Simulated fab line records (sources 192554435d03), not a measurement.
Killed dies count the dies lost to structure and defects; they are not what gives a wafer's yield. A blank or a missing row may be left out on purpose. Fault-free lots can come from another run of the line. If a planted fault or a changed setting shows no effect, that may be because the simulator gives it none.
Split-lot study || flow n5 finfet || on a route of 1938 steps: 7 lots, 39 wafers read

SPLIT DETAILS
At N5_FIN_SAQP_HM_DEP_72 (deposits SiO2 from SiH4/N2O, target thk 12 nm, time 7.2 s), the setting time s was moved away from the recipe's 7.2 s on 12 of the 39 wafers read, by -58.6% to +56.9%. All remaining wafers had this setting at the recipe value.

FROM THE SPLIT TO THE READING: what the file shows between them, 4 steps
- N5_FIN_SAQP_COAT_49: time 60 s, resist thk 100 nm
- N5_FIN_SAQP_COAT_50: time 60 s, resist thk 35 nm
- N5_FIN_SAQP_ETCH_52: etches SOC in N2/H2, target depth 100 nm, overetch 20 nm, time 150 s
- N5_FIN_SAQP_STRIP_53: strips in N2/H2

THE READING
etch.depth nm (the simulator's own value, which no gauge read), in nm, at N5_FIN_SAQP_HM_OPEN_73 (chemistry CHF3/O2, target SiO2, stops on a-Si, target depth 12 nm, time 16.8 s). The file gives no usual value for it. Average 12.005 nm, standard deviation 0.21 nm, over the 27 wafers here run with the recipe.

{"wafer": "L078.1", "tool, chamber at the split": "pecvd-02, 0", "time s as run, s": 7.2, "against the recipe": "recipe", "etch.depth nm, nm": 11.86, "against lot-mates on the recipe": "-"}
{"wafer": "L078.2", "tool, chamber at the split": "pecvd-02, 1", "time s as run, s": 7.2, "against the recipe": "recipe", "etch.depth nm, nm": 12.17, "against lot-mates on the recipe": "-"}
{"wafer": "L078.3", "tool, chamber at the split": "pecvd-02, 0", "time s as run, s": 7.2, "against the recipe": "recipe", "etch.depth nm, nm": 11.87, "against lot-mates on the recipe": "-"}
{"wafer": "L078.4", "tool, chamber at the split": "pecvd-02, 1", "time s as run, s": 7.2, "against the recipe": "recipe", "etch.depth nm, nm": 12.06, "against lot-mates on the recipe": "-"}
{"wafer": "L078.5", "tool, chamber at the split": "pecvd-02, 0", "time s as run, s": 7.2, "against the recipe": "recipe", "etch.depth nm, nm": 11.88, "against lot-mates on the recipe": "-"}
{"wafer": "L078.6", "tool, chamber at the split": "pecvd-02, 1", "time s as run, s": 7.2, "against the recipe": "recipe", "etch.depth nm, nm": 12.09, "against lot-mates on the recipe": "-"}
{"wafer": "L082.1", "tool, chamber at the split": "pecvd-02, 2", "time s as run, s": 7.2, "against the recipe": "recipe", "etch.depth nm, nm": 11.95, "against lot-mates on the recipe": "-"}
{"wafer": "L082.2", "tool, chamber at the split": "pecvd-02, 1", "time s as run, s": 3.913, "against the recipe": "-45.7%", "etch.depth nm, nm": 6.902, "against lot-mates on the recipe": -5.115}
{"wafer": "L082.3", "tool, chamber at the split": "pecvd-02, 0", "time s as run, s": 7.2, "against the recipe": "recipe", "etch.depth nm, nm": 12, "against lot-mates on the recipe": "-"}
{"wafer": "L082.4", "tool, chamber at the split": "pecvd-02, 0", "time s as run, s": 3.913, "against the recipe": "-45.7%", "etch.depth nm, nm": 6.723, "against lot-mates on the recipe": -5.294}
{"wafer": "L082.5", "tool, chamber at the split": "pecvd-02, 1", "time s as run, s": 3.913, "against the recipe": "-45.7%", "etch.depth nm, nm": 6.78, "against lot-mates on the recipe": -5.237}
{"wafer": "L082.6", "tool, chamber at the split": "pecvd-02, 2", "time s as run, s": 7.2, "against the recipe": "recipe", "etch.depth nm, nm": 12.1, "against lot-mates on the recipe": "-"}
{"wafer": "L083.1", "tool, chamber at the split": "pecvd-03, 0", "time s as run, s": 2.979, "against the recipe": "-58.6%", "etch.depth nm, nm": 5.087, "against lot-mates on the recipe": -7.190}
{"wafer": "L083.2", "tool, chamber at the split": "pecvd-03, 1", "time s as run, s": 7.2, "against the recipe": "recipe", "etch.depth nm, nm": 12.02, "against lot-mates on the recipe": "-"}
{"wafer": "L083.3", "tool, chamber at the split": "pecvd-03, 2", "time s as run, s": 2.979, "against the recipe": "-58.6%", "etch.depth nm, nm": 5.025, "against lot-mates on the recipe": -7.252}
{"wafer": "L083.4", "tool, chamber at the split": "pecvd-03, 2", "time s as run, s": 7.2, "against the recipe": "recipe", "etch.depth nm, nm": 12.42, "against lot-mates on the recipe": "-"}
{"wafer": "L083.5", "tool, chamber at the split": "pecvd-03, 1", "time s as run, s": 2.979, "against the recipe": "-58.6%", "etch.depth nm, nm": 5.209, "against lot-mates on the recipe": -7.068}
{"wafer": "L083.6", "tool, chamber at the split": "pecvd-03, 0", "time s as run, s": 7.2, "against the recipe": "recipe", "etch.depth nm, nm": 12.39, "against lot-mates on the recipe": "-"}
{"wafer": "L084.1", "tool, chamber at the split": "pecvd-04, 1", "time s as run, s": 7.2, "against the recipe": "recipe", "etch.depth nm, nm": 11.49, "against lot-mates on the recipe": "-"}
{"wafer": "L084.2", "tool, chamber at the split": "pecvd-04, 2", "time s as run, s": 11.3, "against the recipe": "+56.9%", "etch.depth nm, nm": 18.61, "against lot-mates on the recipe": "+6.730"}
{"wafer": "L084.3", "tool, chamber at the split": "pecvd-04, 0", "time s as run, s": 7.2, "against the recipe": "recipe", "etch.depth nm, nm": 11.94, "against lot-mates on the recipe": "-"}
{"wafer": "L084.4", "tool, chamber at the split": "pecvd-04, 1", "time s as run, s": 11.3, "against the recipe": "+56.9%", "etch.depth nm, nm": 18.88, "against lot-mates on the recipe": "+7.000"}
{"wafer": "L084.5", "tool, chamber at the split": "pecvd-04, 2", "time s as run, s": 7.2, "against the recipe": "recipe", "etch.depth nm, nm": 12.21, "against lot-mates on the recipe": "-"}
{"wafer": "L084.6", "tool, chamber at the split": "pecvd-04, 0", "time s as run, s": 11.3, "against the recipe": "+56.9%", "etch.depth nm, nm": 18.93, "against lot-mates on the recipe": "+7.050"}
{"wafer": "L087.1", "tool, chamber at the split": "pecvd-04, 0", "time s as run, s": 7.2, "against the recipe": "recipe", "etch.depth nm, nm": 11.96, "against lot-mates on the recipe": "-"}
{"wafer": "L087.2", "tool, chamber at the split": "pecvd-04, 2", "time s as run, s": 7.2, "against the recipe": "recipe", "etch.depth nm, nm": 11.93, "against lot-mates on the recipe": "-"}
{"wafer": "L087.3", "tool, chamber at the split": "pecvd-04, 1", "time s as run, s": 7.2, "against the recipe": "recipe", "etch.depth nm, nm": 11.62, "against lot-mates on the recipe": "-"}
{"wafer": "L087.4", "tool, chamber at the split": "pecvd-04, 1", "time s as run, s": 9.854, "against the recipe": "+36.9%", "etch.depth nm, nm": 16.42, "against lot-mates on the recipe": "+4.583"}
{"wafer": "L087.5", "tool, chamber at the split": "pecvd-04, 2", "time s as run, s": 9.854, "against the recipe": "+36.9%", "etch.depth nm, nm": 16.49, "against lot-mates on the recipe": "+4.653"}
{"wafer": "L087.6", "tool, chamber at the split": "pecvd-04, 0", "time s as run, s": 9.854, "against the recipe": "+36.9%", "etch.depth nm, nm": 16.71, "against lot-mates on the recipe": "+4.873"}
{"wafer": "L094.1", "tool, chamber at the split": "pecvd-03, 1", "time s as run, s": 7.2, "against the recipe": "recipe", "etch.depth nm, nm": 12.02, "against lot-mates on the recipe": "-"}
{"wafer": "L094.2", "tool, chamber at the split": "pecvd-03, 0", "time s as run, s": 7.2, "against the recipe": "recipe", "etch.depth nm, nm": 11.96, "against lot-mates on the recipe": "-"}
{"wafer": "L094.3", "tool, chamber at the split": "pecvd-03, 2", "time s as run, s": 7.2, "against the recipe": "recipe", "etch.depth nm, nm": 12.22, "against lot-mates on the recipe": "-"}
{"wafer": "L097.1", "tool, chamber at the split": "pecvd-02, 2", "time s as run, s": 7.2, "against the recipe": "recipe", "etch.depth nm, nm": 11.85, "against lot-mates on the recipe": "-"}
{"wafer": "L097.2", "tool, chamber at the split": "pecvd-02, 0", "time s as run, s": 7.2, "against the recipe": "recipe", "etch.depth nm, nm": 11.95, "against lot-mates on the recipe": "-"}
{"wafer": "L097.3", "tool, chamber at the split": "pecvd-02, 1", "time s as run, s": 7.2, "against the recipe": "recipe", "etch.depth nm, nm": 11.82, "against lot-mates on the recipe": "-"}
{"wafer": "L097.4", "tool, chamber at the split": "pecvd-02, 1", "time s as run, s": 7.2, "against the recipe": "recipe", "etch.depth nm, nm": 12.32, "against lot-mates on the recipe": "-"}
{"wafer": "L097.5", "tool, chamber at the split": "pecvd-02, 0", "time s as run, s": 7.2, "against the recipe": "recipe", "etch.depth nm, nm": 12.15, "against lot-mates on the recipe": "-"}
{"wafer": "L097.6", "tool, chamber at the split": "pecvd-02, 2", "time s as run, s": 7.2, "against the recipe": "recipe", "etch.depth nm, nm": 11.88, "against lot-mates on the recipe": "-"}

THE FIT
A straight line over all 39 wafers: etch.depth nm changes by +0.118 nm for each +1% of time s; r = +1.00; the points scatter about the line by 0.2 nm.
The same after taking each lot's own level away (the mean of its wafers on the recipe; 39 wafers): +0.121 nm for each +1%; r = +1.00; scatter 0.19 nm.
According to that fit, moving time s by its largest amount changes the reading by 7.1 nm.
The span of the lots' own levels, 11.8367 to 12.2767 nm, comes to 2.1 times the standard deviation stated above.
The two slopes are in agreement: the lot-to-lot level therefore moves the slope only a little.
Check: with one of the wafers moved furthest among these (-58.6%) left out of the fit, the line predicts -7.04 nm for it against its lot-mates. Against them it came out at -7.19 nm.

THE WHOLE CHAIN: every reading that the file lists as answering this split, in the file's order
{"step": "N5_FIN_SAQP_HM_DEP_72", "what it does": "deposits SiO2 from SiH4/N2O, target thk 12 nm, time 7.2 s", "reading": "SiO2_of_FIN_SAQP_HM_DEP_72.thk nm (the simulator's own value, which no gauge read)", "change (the file's fit)": "+0.121 nm for each +1% of the setting", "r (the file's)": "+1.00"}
{"step": "N5_FIN_SAQP_HM_OPEN_73", "what it does": "chemistry CHF3/O2, target SiO2, stops on a-Si, target depth 12 nm, time 16.8 s", "reading": "etch.depth nm (the simulator's own value, which no gauge read)", "change (the file's fit)": "+0.121 nm for each +1% of the setting", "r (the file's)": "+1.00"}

FILE'S OWN FIT
etch.depth nm changes by +0.121 nm for each +1% of time s, r = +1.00.
